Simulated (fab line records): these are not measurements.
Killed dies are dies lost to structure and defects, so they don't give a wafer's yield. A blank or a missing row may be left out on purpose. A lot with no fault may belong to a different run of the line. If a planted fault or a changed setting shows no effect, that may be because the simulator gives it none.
A lot that was struck, set against a sound lot	flow n5 finfet	20 out of 1938 route steps
Sound: these wafers, L284.1, L284.2, L284.6. Wafers struck: L278.3, L278.5, L278.6. At the end, the cause is stated.
At each step with rows: each side's tool, then ch and its chambers, then its first start. Under that, the readings that differ: sound wafers	struck wafers	difference of the means	sigmas: that difference in standard deviations of wafers without a fault.
alike: readings whose means differ by less than 2 such deviations, and words and numbers that are the same on both sides. not compared: withheld readings, readings that some wafer has no value for, bounds like >300 that may hide the same value, and numbers for which the record gives no deviation and whose values overlap.
A row with sigmas, a row that says differs or no value, or rows on one side alone: a step with any of these is where the two part. Numbers that have no deviation but don't overlap get no sigmas and don't part them. Lack of a reading on every wafer of one side parts them only where that side has two or more wafers.

first, 8 steps without rows for these wafers: N5_BEOL_M11_COAT_59 (time 60 s, resist thk 100 nm); N5_BEOL_M11_COAT_60 (time 60 s, resist thk 30 nm); N5_BEOL_M11_COAT_05 (resist thk 90 nm); N5_BEOL_M11_EBR_07; N5_BEOL_M11_SOFTBAKE_06 (time 60 s); N5_BEOL_M11_EXPOSE_08 (exposes mask M11); N5_BEOL_M11_PEB_09 (peb time 60 s); N5_BEOL_M11_DEVELOP_10 (develop time 30 s).
N5_BEOL_M11_CD_MEAS_11 targets a cd of 64.1 nm.
  sound on cd sem-02 ch 0, day 16 10:22; struck on cd sem-02 ch 0, day 14 19:58
  alike: cd nm
N5_BEOL_M11_OVL_MEAS_12:
  sound on overlay-02 ch 0, day 16 10:24; struck on overlay-02 ch 0, day 14 19:59
  alike: M11_OVL
N5_BEOL_M11_INSPECT_13: inspects for defects (brightfield).
  sound on defect inspect-02 at day 16 10:25; struck on defect inspect-01 at day 14 20:01
reading	sound	struck	difference	sigmas
raw defect count	327 369 356	670 456 532	+202	+2
N5_BEOL_M11_DESCUM_16: chemistry O2, time 7.9 s.
  sound on rie diel-03 ch 0,1, day 16 10:27; struck on rie diel-02 ch 0,1, day 14 20:02
reading	sound	struck	difference	sigmas
drypump motor current A (A)	5.5 5.3 5.5	6.6 6.0 6.6	+1.0	+3
  alike: chamber pressure mTorr, oes product au, rf vpp V, showerhead plenum p Torr, throttle valve pct
  not compared: rf hours counter h
N5_BEOL_M11_ETCH_61: etches SiARC in CF4, target depth 39 nm, time 65 s.
  sound on rie diel-03 ch 0,1, day 16 10:29; struck on rie diel-02 ch 0,1, day 14 20:05
  no value came back on the struck wafers for any of 10 readings (bias w (W), cf4 flow sccm (sccm) and others); on the sound wafers bias w (W) reads 36.05 36.02 36.02
reading	sound	struck	difference	sigmas
model.CAR-ArF_of_BEOL_M11_COAT_05.thk nm (nm)	55.2 55.6 55.6	83.6 83.8 83.6	+28.2	
  not compared: rf hours counter h
N5_BEOL_M11_ETCH_62: etches SOC in N2/H2, target depth 110 nm, overetch 22 nm, time 165 s.
  sound on rie diel-03 ch 0,1, day 16 10:32; struck on rie diel-02 ch 0,1, day 14 20:08
reading	sound	struck	difference	sigmas
drypump motor current A (A)	5.5 5.3 5.5	6.6 6.0 6.5	+0.9	+2
oes product au (a.u.)	0.76 0.63 0.75	0.34 0.28 0.34	-0.39	-5
  alike: bias w, chamber pressure mTorr, rf vpp V, showerhead plenum p Torr, throttle valve pct
  not compared: rf hours counter h
then, 1 step without rows for these wafers: N5_BEOL_M11_STRIP_68 (strips in N2/H2).
N5_BEOL_M11_STRIP_67: strips in CF4.
  sound on rie diel-03 ch 0,1, day 16 10:41; struck on rie diel-02 ch 0,1, day 14 20:16
reading	sound	struck	difference	sigmas
drypump motor current A (A)	5.5 5.3 5.5	6.6 6.0 6.6	+1.0	+2
  alike: chamber pressure mTorr, oes product au, rf vpp V, showerhead plenum p Torr, throttle valve pct
  not compared: rf hours counter h
N5_BEOL_M11_HM_OPEN_17: chemistry Cl2/BCl3, target TiN, target depth 20 nm, overetch 6 nm.
  sound on rie metal-03 ch 0,1, day 16 10:44; struck on rie metal-03 ch 0,1, day 14 20:20
reading	sound	struck	difference	sigmas
oes product au (a.u.)	0.69 0.74 0.69	0.30 0.34 0.30	-0.39	-5
throttle valve pct (%)	21.88 22.05 21.87	22.51 22.73 22.51	+0.65	+4
  alike: chamber pressure mTorr, drypump motor current A, he backside leak sccm, mfc ar sccm
  not compared: rf hours counter h
N5_BEOL_M11_STRIP_19: strips in O2.
  sound on rie diel-02 ch 1,3, day 16 10:50; struck on rie diel-03 ch 1,2, day 14 20:25
  alike: chamber pressure mTorr, drypump motor current A, oes product au, rf vpp V, showerhead plenum p Torr, throttle valve pct
  not compared: rf hours counter h
N5_BEOL_M11_CD_MEAS_18: pitch 140 nm, target cd 70 nm.
  sound on cd sem-01 at day 16 10:55; struck on cd sem-01 at day 14 20:30
reading	sound	struck	difference	sigmas
cd nm (nm)	70.2 69.5 70.5	- - -	no value on the struck wafers	
then, 1 step without rows for these wafers: N5_BEOL_M11_COAT_63 (time 60 s, resist thk 100 nm).

== WHERE THEY PART ==
At N5_BEOL_M11_INSPECT_13 first; at N5_BEOL_M11_CD_MEAS_18 last (within this record only).

WHY: what had been put in by the simulator
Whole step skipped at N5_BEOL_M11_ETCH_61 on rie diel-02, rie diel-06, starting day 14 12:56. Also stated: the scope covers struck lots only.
